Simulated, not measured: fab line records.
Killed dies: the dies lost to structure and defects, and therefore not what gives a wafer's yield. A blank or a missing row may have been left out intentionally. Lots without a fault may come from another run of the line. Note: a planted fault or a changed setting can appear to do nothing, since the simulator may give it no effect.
Chamber matching -- flow n5 finfet -- N5_BEOL_M1_ETCH_77 on rie diel-03 has 4 sister chambers
The step etches underlayer in N2/H2, target depth 6.5 nm, time 5.2 s. 8 wafers are shown with their chamber, then 7 later ones without.

== WAFERS, EACH WITH ITS CHAMBER ==
wafer,chamber,throttle valve pct (%),showerhead plenum p Torr (Torr)
L080.4,3,17.45,2.57
L082.3,3,17.49,2.56
L082.6,1,17.92,2.63
L086.2,2,17.88,2.41
L086.3,0,18.29,2.64
L086.6,1,17.94,2.62
L091.1,0,18.33,2.64
L091.4,2,17.88,2.41

== WAFERS WITHOUT THEIR CHAMBER ==
wafer,throttle valve pct (%),showerhead plenum p Torr (Torr)
L091.5,18.31,2.64
L092.2,17.96,2.62
L092.3,17.90,2.41
L092.6,17.98,2.62
L097.2,17.94,2.40
L097.4,18.35,2.64
L097.5,18.01,2.61

== EACH ONE'S CHAMBER ==
wafer,from the rows above,in truth
L091.5,0,0
L092.2,1,1
L092.3,2,2
L092.6,1,1
L097.2,2,2
L097.4,0,0
L097.5,1,1
Placed correctly: 7 of 7. Not placeable from these rows: 0. 0 placed wrongly.
How it was worked out, from the rows above alone: a wafer's distance from a chamber is the root of the sum, over the readings, of the square of ((its reading less the chamber's mean) divided by the reading's scatter). If the next closest chamber is less than 2 further off than the closest, the wafer can't be placed; otherwise it belongs to the closest. For every chamber, the mean is computed from those of its wafers that are shown. The scatter: take each reading less its chamber's mean, square it, sum over the shown wafers, divide by the number of wafers less the number of chambers, and take the root.
